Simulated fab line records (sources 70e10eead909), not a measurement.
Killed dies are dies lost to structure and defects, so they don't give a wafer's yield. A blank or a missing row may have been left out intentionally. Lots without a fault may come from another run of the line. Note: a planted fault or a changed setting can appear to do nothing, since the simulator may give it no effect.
The tool behind it: which one?	flow nand_harc	Sampling: 14 lots, 42 wafers, 4 of 1159 route steps

## WHAT THE GAUGES SHOWED, per wafer
The record lacks any reading of a measuring or inspecting step that a usual standard deviation could be used to judge.

## TOOL THAT RAN EACH LOT (tool first, then ch and the chambers of the sampled wafers, then the start)
lot	NHARC_A_STAIRCASE_CMP_450	NHARC_A_SGD_CUT_DEP_00	NHARC_A_SGD_CUT_EXPOSE_06	NHARC_A_SGD_CUT_ETCH_16
L109	cmp-01 ch 1,3, day 13 16:25	pecvd-01 ch 1,2, day 13 18:40	arfi_scanner-01 ch 0, day 13 19:11	rie_diel-07 ch 1,3, no start
L110	cmp-04 ch 0,1,2, day 14 02:17	pecvd-04 ch 0,1,2, day 14 04:14	arfi_scanner-03 ch 0, day 14 04:38	rie_diel-07 ch 0,3, no start
L112	cmp-01 ch 0,1,2, day 14 02:44	pecvd-03 ch 0,2, day 14 04:38	arfi_scanner-02 ch 0, day 14 05:11	rie_diel-07 ch 0,1,2, no start
L111	cmp-04 ch 1,3, day 14 03:11	pecvd-04 ch 1,2, day 14 05:04	arfi_scanner-03 ch 0, day 14 05:38	rie_diel-10 ch 0,2, no start
L114	cmp-04 ch 1,3, day 14 15:22	pecvd-01 ch 0,1, day 14 17:26	arfi_scanner-01 ch 0, day 14 17:59	rie_diel-10 ch 2,3, no start
L115	cmp-01 ch 0,3, day 14 20:00	pecvd-03 ch 0,1, day 14 22:22	arfi_scanner-03 ch 0, day 14 22:58	rie_diel-10 ch 0,3, no start
L116	cmp-04 ch 2,3, day 14 20:31	pecvd-01 ch 0,1,2, day 14 22:54	arfi_scanner-01 ch 0, day 14 23:25	rie_diel-07 ch 1,2,3, no start
L113	cmp-02 ch 0,1,3, day 14 22:07	pecvd-04 ch 0,2, day 15 00:16	arfi_scanner-03 ch 0, day 15 00:49	rie_diel-10 ch 1,2,3, no start
L117	cmp-01 ch 0,1,3, day 15 14:18	pecvd-01 ch 0,1, day 15 17:34	arfi_scanner-03 ch 0, day 15 17:59	rie_diel-06 ch 0,2,3, no start
L118	cmp-01 ch 0,2, day 15 18:23	pecvd-04 ch 0,1,2, day 15 20:41	arfi_scanner-01 ch 0, day 15 21:16	rie_diel-06 ch 0,1,2, no start
L119	cmp-02 ch 0,2, day 16 15:44	pecvd-03 ch 1,2, day 16 17:35	arfi_scanner-03 ch 0, day 16 18:09	rie_diel-06 ch 0,2, no start
L126	cmp-01 ch 0,1,3, day 18 04:41	pecvd-03 ch 0,2, day 18 06:38	arfi_scanner-02, day 18 07:18	rie_diel-06 ch 1,3, no start
L127	cmp-04 ch 1,2,3, day 18 04:58	pecvd-01 ch 0,1,2, day 18 06:56	arfi_scanner-01, day 18 07:29	rie_diel-10 ch 0,1, no start
L132	cmp-01 ch 2,3, day 19 08:03	pecvd-03 ch 0,1,2, day 19 10:05	arfi_scanner-01 ch 0, day 19 10:38	rie_diel-10 ch 2,3, no start
- NHARC_A_STAIRCASE_CMP_450: polishes SiO2, target thk 200 nm.
- NHARC_A_SGD_CUT_DEP_00: deposits SiNx, target thk 50 nm.
- NHARC_A_SGD_CUT_EXPOSE_06: exposes mask SGD.
- NHARC_A_SGD_CUT_ETCH_16: etches the open film in C4F8/O2/Ar, target depth 310.5 nm, time 155.2 s.

## AS READ BY THE TOOLS THEMSELVES (means over the sampled wafers that have a number; for cases with no such wafer, the mark the record gives instead)
NHARC_A_STAIRCASE_CMP_450.
lot	tool	motor_current_A (A)
L109	cmp-01	11.7
L110	cmp-04	10.7
L112	cmp-01	12.0
L111	cmp-04	9.8
L114	cmp-04	9.8
L115	cmp-01	12.4
L116	cmp-04	11.5
L113	cmp-02	11.5
L117	cmp-01	12.5
L118	cmp-01	11.8
L119	cmp-02	13.0
L126	cmp-01	12.6
L127	cmp-04	10.5
L132	cmp-01	11.0

NHARC_A_SGD_CUT_DEP_00.
lot	tool	heater_power_w (W)
L109	pecvd-01	646
L110	pecvd-04	762
L112	pecvd-03	562
L111	pecvd-04	710
L114	pecvd-01	707
L115	pecvd-03	642
L116	pecvd-01	683
L113	pecvd-04	757
L117	pecvd-01	768
L118	pecvd-04	783
L119	pecvd-03	620
L126	pecvd-03	569
L127	pecvd-01	670
L132	pecvd-03	584

NHARC_A_SGD_CUT_EXPOSE_06.
lot	tool	exposure_dose_mJ_cm2	focus_offset_nm (nm)
L109	arfi_scanner-01	85.55	0.1
L110	arfi_scanner-03	85.64	-0.0
L112	arfi_scanner-02	85.50	-0.2
L111	arfi_scanner-03	85.55	-0.8
L114	arfi_scanner-01	85.63	0.9
L115	arfi_scanner-03	85.56	-0.1
L116	arfi_scanner-01	85.60	-0.1
L113	arfi_scanner-03	85.42	0.0
L117	arfi_scanner-03	85.53	0.9
L118	arfi_scanner-01	85.53	-0.4
L119	arfi_scanner-03	85.57	0.8
L126	arfi_scanner-02	-	-
L127	arfi_scanner-01	-	-
L132	arfi_scanner-01	85.61	-0.5

NHARC_A_SGD_CUT_ETCH_16.
lot	tool	oes_product_au (a.u.)	rf_vpp_V (V)
L109	rie_diel-07	0.984	725
L110	rie_diel-07	0.982	726
L112	rie_diel-07	0.969	720
L111	rie_diel-10	0.974	729
L114	rie_diel-10	0.961	720
L115	rie_diel-10	0.969	721
L116	rie_diel-07	0.975	722
L113	rie_diel-10	0.974	721
L117	rie_diel-06	0.969	722
L118	rie_diel-06	0.979	727
L119	rie_diel-06	0.950	726
L126	rie_diel-06	0.970	725
L127	rie_diel-10	0.978	722
L132	rie_diel-10	0.970	721

## THE ANSWER, worked out from the rows above alone
Rule: what is usual is taken from the lots themselves. The widest of any qualifying gaps counts: lots, ordered by their means at a reading, are off when they make up no more than a third of the lots, leave a main group of 4 or more, and stand apart from it by 3 or more times the standard deviation of that group's means. A main group is skipped when, at the precision printed for the reading in the tables above, its means are all equal. A lot without any number at a reading at which 4 lots or more have one is off too. Where the step has rows for the other lots, those lots are counted as sound. Order of review: gauges by route order, followed by the tools' own readings, for which a lot's mean as printed above is used. At the first step where some lot is off, the reading lying furthest off is the one used; lots without a number count as furthest.
Off: L126, L127 (NHARC_A_SGD_CUT_EXPOSE_06, exposure_dose_mJ_cm2). Without a number there: L126, L127. Mean 85.56 and standard deviation 0.058 in the main group.
If a tool, at that step or one of the process steps before it, ran each lot that is off and ran no sound lot following the first of them, it fits. Not one of the candidates tried fits.

## WHAT THE SIMULATOR PUT IN
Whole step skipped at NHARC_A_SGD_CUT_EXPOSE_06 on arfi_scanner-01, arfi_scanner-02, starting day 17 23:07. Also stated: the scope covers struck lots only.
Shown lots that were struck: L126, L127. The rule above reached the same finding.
